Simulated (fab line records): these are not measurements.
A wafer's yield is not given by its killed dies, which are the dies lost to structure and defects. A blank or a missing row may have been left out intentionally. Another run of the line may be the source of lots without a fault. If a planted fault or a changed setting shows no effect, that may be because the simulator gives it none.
Split-lot study :: flow n5Finfet :: on a route of 1938 steps: 7 lots, 21 wafers read

== SPLIT DETAILS ==
At N5_FIN_SAQP_PECVD_06 (deposits a-Si from SiH4/He, target thk 60 nm, time 48.1 s), the setting timeS was moved away from the recipe's 48.1 s on 10 of the 21 wafers read, by -8.3% to +8.8%. For the rest of the wafers, this setting stayed at what the recipe calls for.

== FROM THE SPLIT TO THE READING: what the file shows between them, 6 steps ==
- N5_FIN_SAQP_THK_MEAS_07
- N5_FIN_SAQP_PEB_14: peb time 60 s (also split here: pebTimeS)
- N5_FIN_SAQP_DEVELOP_15: develop time 30 s
- N5_FIN_SAQP_CD_MEAS_16: target cd 35.6 nm
- N5_FIN_SAQP_HM_OPEN_73: chemistry CHF3/O2, target SiO2, stops on a-Si, target depth 12 nm, time 16.8 s
- N5_FIN_SAQP_STRIP_74: strips in CHF3/O2

== THE READING ==
oesProductAu, in a.u., at N5_FIN_SAQP_MANDREL_ETCH_22 (etches a-Si in HBr/Cl2, stops on SiNx, target depth 60 nm, bt time 10 s, time 30 s). A value of 0.769 a.u. with a standard deviation of 0.011 a.u. is what fault-free wafers of this fab line usually give.

wafer: L078.1
tool, chamber at the split: pecvd-02, 1
timeS as run, s: 48.1
against the recipe: recipe
oesProductAu, a.u.: 0.756
against lot-mates on the recipe: -

wafer: L078.2
tool, chamber at the split: pecvd-02, 1
timeS as run, s: 48.1
against the recipe: recipe
oesProductAu, a.u.: 0.762
against lot-mates on the recipe: -

wafer: L078.3
tool, chamber at the split: pecvd-02, 1
timeS as run, s: 48.1
against the recipe: recipe
oesProductAu, a.u.: 0.744
against lot-mates on the recipe: -

wafer: L081.1
tool, chamber at the split: pecvd-03, 1
timeS as run, s: 48.1
against the recipe: recipe
oesProductAu, a.u.: 0.757
against lot-mates on the recipe: -

wafer: L081.4
tool, chamber at the split: pecvd-03, 1
timeS as run, s: 50.59
against the recipe: +5.2%
oesProductAu, a.u.: 0.791
against lot-mates on the recipe: +0.034

wafer: L081.5
tool, chamber at the split: pecvd-03, 2
timeS as run, s: 50.59
against the recipe: +5.2%
oesProductAu, a.u.: 0.805
against lot-mates on the recipe: +0.048

wafer: L082.1
tool, chamber at the split: pecvd-03, 1
timeS as run, s: 48.1
against the recipe: recipe
oesProductAu, a.u.: 0.773
against lot-mates on the recipe: -

wafer: L082.2
tool, chamber at the split: pecvd-03, 2
timeS as run, s: 44.13
against the recipe: -8.3%
oesProductAu, a.u.: 0.730
against lot-mates on the recipe: -0.043

wafer: L082.3
tool, chamber at the split: pecvd-03, 0
timeS as run, s: 44.13
against the recipe: -8.3%
oesProductAu, a.u.: 0.734
against lot-mates on the recipe: -0.039

wafer: L083.3
tool, chamber at the split: pecvd-02, 0
timeS as run, s: 48.1
against the recipe: recipe
oesProductAu, a.u.: 0.776
against lot-mates on the recipe: -

wafer: L083.4
tool, chamber at the split: pecvd-02, 1
timeS as run, s: 52.34
against the recipe: +8.8%
oesProductAu, a.u.: 0.808
against lot-mates on the recipe: +0.032

wafer: L083.6
tool, chamber at the split: pecvd-02, 2
timeS as run, s: 52.34
against the recipe: +8.8%
oesProductAu, a.u.: 0.803
against lot-mates on the recipe: +0.027

wafer: L090.1
tool, chamber at the split: pecvd-04, 1
timeS as run, s: 51.47
against the recipe: +7.0%
oesProductAu, a.u.: 0.789
against lot-mates on the recipe: no lot-mate on the recipe

wafer: L090.3
tool, chamber at the split: pecvd-04, 2
timeS as run, s: 51.47
against the recipe: +7.0%
oesProductAu, a.u.: 0.794
against lot-mates on the recipe: no lot-mate on the recipe

wafer: L090.6
tool, chamber at the split: pecvd-04, 2
timeS as run, s: 51.47
against the recipe: +7.0%
oesProductAu, a.u.: 0.790
against lot-mates on the recipe: no lot-mate on the recipe

wafer: L093.1
tool, chamber at the split: pecvd-02, 1
timeS as run, s: 48.1
against the recipe: recipe
oesProductAu, a.u.: 0.773
against lot-mates on the recipe: -

wafer: L093.4
tool, chamber at the split: pecvd-02, 0
timeS as run, s: 48.1
against the recipe: recipe
oesProductAu, a.u.: 0.779
against lot-mates on the recipe: -

wafer: L093.6
tool, chamber at the split: pecvd-02, 1
timeS as run, s: 48.1
against the recipe: recipe
oesProductAu, a.u.: 0.772
against lot-mates on the recipe: -

wafer: L095.2
tool, chamber at the split: pecvd-02, 0
timeS as run, s: 52.15
against the recipe: +8.4%
oesProductAu, a.u.: 0.797
against lot-mates on the recipe: +0.036

wafer: L095.3
tool, chamber at the split: pecvd-02, 2
timeS as run, s: 48.1
against the recipe: recipe
oesProductAu, a.u.: 0.764
against lot-mates on the recipe: -

wafer: L095.5
tool, chamber at the split: pecvd-02, 2
timeS as run, s: 48.1
against the recipe: recipe
oesProductAu, a.u.: 0.758
against lot-mates on the recipe: -

THE FIT
A straight line over all 21 wafers: oesProductAu changes by +0.00423 a.u. for each +1% of timeS; r = +0.92; the points scatter about the line by 0.0091 a.u.
The same after taking each lot's own level away (the mean of its wafers on the recipe; 18 wafers): +0.00462 a.u. for each +1%; r = +0.94; scatter 0.0086 a.u.
The reading moves by 0.041 a.u. for the largest change in timeS, on that fit.
From 0.7540 to 0.7760 a.u.: that is the span of the lots' own levels, equal to 2.0 times the standard deviation above.
Consequently the slope shifts little with the lot-to-lot level, the two slopes agreeing.
Check: +0.0432 a.u. against its lot-mates is what the line predicts for one of the wafers moved furthest among these (+8.8%) when that wafer is left out of the fit. Against them it came out at +0.032 a.u.

== OTHER SPLITS APPLIED TO THESE WAFERS ==
These wafers also went through other splits before the reading. Each is held against what the fit with the lots' levels taken away leaves over:
other split on the same wafers: N5_ZERO_LAYER_EXPOSE_08 doseMj
wafers away from the commonest value: 8
r with oesProductAu (lot level and that fit taken away): +0.05

other split on the same wafers: N5_ZERO_LAYER_DEVELOP_10 developTimeS
wafers away from the commonest value: 7
r with oesProductAu (lot level and that fit taken away): -0.59

other split on the same wafers: N5_WELL_APT_PEB_06 pebTempC
wafers away from the commonest value: 4
r with oesProductAu (lot level and that fit taken away): +0.01

other split on the same wafers: N5_WELL_APT_DESCUM_13 timeS
wafers away from the commonest value: 3
r with oesProductAu (lot level and that fit taken away): -0.05

other split on the same wafers: N5_FIN_SAQP_PEB_14 pebTimeS
wafers away from the commonest value: 10
r with oesProductAu (lot level and that fit taken away): +0.25

== THE WHOLE CHAIN: every reading that the file lists as answering this split, in the file's order ==
step: N5_FIN_SAQP_PECVD_06
what it does: deposits a-Si from SiH4/He, target thk 60 nm, time 48.1 s
reading: a-Si_of_FIN_SAQP_PECVD_06.thkNm (the simulator's own value, which no gauge read)
change (the file's fit): +0.633 nm for each +1% of the setting
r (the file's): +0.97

step: N5_FIN_SAQP_THK_MEAS_07
what it does: 
reading: thkNm
change (the file's fit): withheld for each +1% of the setting
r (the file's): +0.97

step: N5_FIN_SAQP_MANDREL_ETCH_22
what it does: etches a-Si in HBr/Cl2, stops on SiNx, target depth 60 nm, bt time 10 s, time 30 s
reading: oesProductAu
change (the file's fit): +0.00456 a.u. for each +1% of the setting
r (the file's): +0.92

step: N5_FIN_SAQP_MANDREL_ETCH_22
what it does: etches a-Si in HBr/Cl2, stops on SiNx, target depth 60 nm, bt time 10 s, time 30 s
reading: etch.depthNm (the simulator's own value, which no gauge read)
change (the file's fit): +0.628 nm for each +1% of the setting
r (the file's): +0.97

== FILE'S OWN FIT ==
oesProductAu changes by +0.00456 a.u. for each +1% of timeS, r = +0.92.
